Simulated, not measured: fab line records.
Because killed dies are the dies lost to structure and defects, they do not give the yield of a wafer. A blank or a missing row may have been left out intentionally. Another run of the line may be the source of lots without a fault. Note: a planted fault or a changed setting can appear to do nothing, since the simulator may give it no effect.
Chamber matching + flow n5-finfet + 4 sister chambers for N5_SD_EPI_N_ETCHBACK_44 on rie-diel-02
The step etches SiNx in CH3F/O2, stops on SiO2, target depth 14.5 nm. 4 wafers are shown with their chamber, then 7 later ones without.

== WAFERS, EACH WITH ITS CHAMBER ==
| wafer  | chamber | showerhead-plenum-p-Torr (Torr) |
|--------|---------|---------------------------------|
| L079.1 | 2       | 1.93                            |
| L080.4 | 0       | 2.04                            |
| L081.6 | 3       | 2.08                            |
| L082.4 | 1       | 1.89                            |

== WAFERS WITHOUT THEIR CHAMBER ==
| wafer  | showerhead-plenum-p-Torr (Torr) |
|--------|---------------------------------|
| L082.5 | 2.08                            |
| L084.1 | 2.04                            |
| L084.3 | 1.93                            |
| L084.4 | 2.08                            |
| L094.1 | 1.92                            |
| L094.3 | 2.03                            |
| L094.5 | 1.89                            |

== WHICH CHAMBER EACH ONE RAN IN ==
| wafer  | from the rows above | in truth |
|--------|---------------------|----------|
| L082.5 | 3                   | 3        |
| L084.1 | 0                   | 0        |
| L084.3 | 2                   | 2        |
| L084.4 | 3                   | 3        |
| L094.1 | 2                   | 2        |
| L094.3 | 0                   | 0        |
| L094.5 | 1                   | 1        |
Placed correctly: 7 of 7. From these rows, 0 cannot be placed. Number placed wrongly: 0.
How it was worked out, from the rows above alone: a wafer's distance from a chamber is the root of the sum, over the readings, of the square of ((its reading less the chamber's mean) divided by the reading's scatter). If the next closest chamber is less than 2 further off than the closest, the wafer can't be placed; otherwise it belongs to the closest. The mean given for a chamber averages the wafers shown for that chamber. The scatter: root of mean squared gap, hidden wafer to nearest shown wafer, with one shown wafer a chamber.
